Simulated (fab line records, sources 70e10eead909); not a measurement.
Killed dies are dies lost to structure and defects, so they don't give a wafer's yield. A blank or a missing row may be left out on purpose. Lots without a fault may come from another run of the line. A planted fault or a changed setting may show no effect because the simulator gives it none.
Chamber matching | flow nand_harc | NHARC_A_CHANNEL_FILL_D2_ALD_02 on ald_hk-01: 4 sister chambers
The step deposits SiO2, target thk 6 nm, pulse time 10 s, ald cycles 60. 8 wafers are shown with their chamber, then 8 later ones without.

WAFERS WITH THEIR CHAMBER
wafer  | chamber | heater_power_w (W) | precursor_pulse_height_rel
L078.6 | 0       | 463                | 0.996
L081.5 | 0       | 457                | 0.994
L081.6 | 3       | 533                | 1.045
L082.4 | 3       | 515                | 0.971
L086.2 | 1       | 441                | 0.998
L086.4 | 2       | 536                | 1.004
L086.5 | 1       | 439                | 1.015
L087.1 | 2       | 551                | 1.005

WAFERS WITHOUT THEIR CHAMBER
wafer  | heater_power_w (W) | precursor_pulse_height_rel
L087.2 | 447                | 0.973
L087.5 | 431                | 1.004
L089.1 | 549                | 0.989
L089.5 | 433                | 0.993
L089.6 | 452                | 1.004
L091.4 | 516                | 0.989
L091.5 | 523                | 1.003
L091.6 | 536                | 1.028

WHICH CHAMBER EACH WENT THROUGH
wafer  | from the rows above     | in truth
L087.2 | can't be placed: 1 or 0 | 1
L087.5 | 1                       | 1
L089.1 | 2                       | 2
L089.5 | 1                       | 1
L089.6 | can't be placed: 0 or 1 | 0
L091.4 | 3                       | 3
L091.5 | 3                       | 3
L091.6 | can't be placed: 2 or 3 | 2
Placed correctly: 5 of 8. Can't be placed from these rows: 3 (the true chamber is among the candidates in 3). Placed wrongly: 0.
How it was worked out, from the rows above alone: a wafer's distance from a chamber is the root of the sum, over the readings, of the square of ((its reading less the chamber's mean) divided by the reading's scatter). The wafer belongs to the nearest chamber; if the next one is less than 2 further off, it can't be placed. A chamber's mean is the mean of its shown wafers. The scatter: the root of (the sum of the squares of (reading less its chamber's mean) over the shown wafers, divided by (wafers less chambers)).
